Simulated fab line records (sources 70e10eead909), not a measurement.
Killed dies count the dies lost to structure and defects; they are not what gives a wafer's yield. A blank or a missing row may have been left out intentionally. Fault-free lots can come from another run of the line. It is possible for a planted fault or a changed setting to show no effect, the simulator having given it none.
2 desks, one fault ; flow nand-harc ; numbers are kept per desk, each desk with only its own; the story behind them comes last

THE METROLOGY DESK
What the gauges read for every lot (on any tool): the sampled wafers with a number, averaged. The brackets show how far a lot's mean lies from the usual mean; more than 4 standard deviations puts the lot out of limits, marked OUT.
Columns: A = thk-nm at NHARC_A_BONDPAD_THK_MEAS_20, usual 170.0 nm
lot;first seen here;A
L690;day 22 21:50;169.6
L692;day 23 19:07;169.7
L691;day 23 19:35;171.5
L695;day 25 21:55;169.0
L697;day 26 14:11;169.2
L698;day 26 14:42;170.3
L699;day 27 10:31;171.0
L700;day 27 15:49;169.8
L701;day 27 19:25;170.7
L707;day 31 04:34;169.8
L708;day 31 05:12;170.8
L709;day 31 09:39;168.7
L713;day 32 20:03;171.2
This desk's finding: nothing out of limits on any of the 13 lots.

FOR THE TOOL OWNER'S DESK: lpcvd-poly-01
The tool's own readings at NHARC_A_CHANNEL_FILL_D1_CVD_18 (deposits poly-Si, target thk 3 nm): means of the sampled wafers that have a number, for each lot that ran on this tool. The brackets show how far a lot's mean lies from the usual mean; more than 4 standard deviations puts the lot out of limits, marked OUT.
Columns: A = spike-tc-bottom-C at NHARC_A_CHANNEL_FILL_D1_CVD_18, usual 573.3 C; B = tube-center-temp-C at NHARC_A_CHANNEL_FILL_D1_CVD_18, usual 550.01 C
lot;first seen here;A;B
L691;day 10 04:17;573.8;550.01
L692;day 10 04:17;573.6;549.97
L695;day 11 21:49;574.3;549.96
L700;day 14 07:08;574.9;550.05
L701;day 14 16:09;574.3;550.00
L707;day 17 06:43;574.3;549.98
This desk's finding: nothing out of limits on any of the 6 lots.

TAKEN TOGETHER
The metrology desk saw nothing out of limits.
Nothing out of limits was seen by the tool owner's desk.

WHAT WAS PUT IN BY THE SIMULATOR
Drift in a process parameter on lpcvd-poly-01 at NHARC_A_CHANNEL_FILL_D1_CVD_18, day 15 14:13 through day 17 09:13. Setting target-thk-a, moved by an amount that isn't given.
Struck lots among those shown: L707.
